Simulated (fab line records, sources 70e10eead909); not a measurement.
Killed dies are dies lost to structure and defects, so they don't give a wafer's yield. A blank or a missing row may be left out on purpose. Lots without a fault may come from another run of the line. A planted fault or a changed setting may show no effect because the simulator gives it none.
Chamber matching | flow nand_harc | NHARC_P_M2_ETCH_35 on rie_diel-03: 4 sister chambers
The step etches the open film in N2/H2, target depth 40 nm, overetch 12 nm, time 43.94 s. 14 wafers are shown with their chamber, then 7 later ones without.

WAFERS WITH THEIR CHAMBER
wafer  | chamber | drypump_motor_current_A (A) | rf_vpp_V (V) | oes_product_au (a.u.)
L759.1 | 2       | 6.0                         | 430.7        | 0.985
L759.2 | 3       | 5.6                         | 433.1        | 0.999
L759.4 | 1       | 5.3                         | 431.4        | 1.016
L773.1 | 3       | 5.6                         | 432.9        | 0.966
L773.3 | 2       | 6.1                         | 433.1        | 0.986
L773.4 | 1       | 5.3                         | 431.3        | 1.026
L774.1 | 0       | 5.6                         | 430.3        | 1.009
L774.2 | 2       | 6.0                         | 432.0        | 0.995
L774.6 | 3       | 5.5                         | 433.1        | 0.985
L776.1 | 1       | 5.2                         | 430.2        | 1.015
L776.2 | 0       | 5.6                         | 430.4        | 1.002
L776.6 | 1       | 5.3                         | 431.1        | 1.022
L778.3 | 1       | 5.3                         | 431.0        | 1.019
L778.5 | 3       | 5.6                         | 433.4        | 0.974

SIGNATURES (means of the wafers above)
reading                 | chamber 0 | chamber 1 | chamber 2 | chamber 3 | scatter within a chamber
drypump_motor_current_A | 5.600     | 5.280     | 6.033     | 5.575     | 0.0471
rf_vpp_V                | 430.350   | 431.000   | 431.933   | 433.125   | 0.626
oes_product_au          | 1.00550   | 1.01960   | 0.98867   | 0.98100   | 0.00883
Rule: a wafer's distance from a chamber is the root of the sum, over the readings, of the square of ((its reading less the chamber's mean) divided by the reading's scatter). The wafer belongs to the nearest chamber; if the next one is less than 2 further off, it can't be placed. The scatter: the root of (the sum of the squares of (reading less its chamber's mean) over the shown wafers, divided by (wafers less chambers)).

WAFERS WITHOUT THEIR CHAMBER
wafer  | drypump_motor_current_A (A) | rf_vpp_V (V) | oes_product_au (a.u.)
L778.6 | 6.1                         | 431.7        | 0.998
L779.2 | 6.1                         | 432.1        | 0.997
L779.3 | 5.6                         | 432.9        | 0.988
L779.5 | 5.6                         | 433.0        | 0.986
L780.3 | 5.3                         | 431.1        | 1.006
L780.4 | 5.6                         | 428.9        | 1.005
L780.6 | 5.3                         | 430.6        | 1.022

WHICH CHAMBER EACH WENT THROUGH
wafer  | from the rows above | in truth
L778.6 | 2                   | 2
L779.2 | 2                   | 2
L779.3 | 3                   | 3
L779.5 | 3                   | 3
L780.3 | 1                   | 1
L780.4 | 0                   | 0
L780.6 | 1                   | 1
Placed correctly: 7 of 7. Can't be placed from these rows: 0. Placed wrongly: 0.
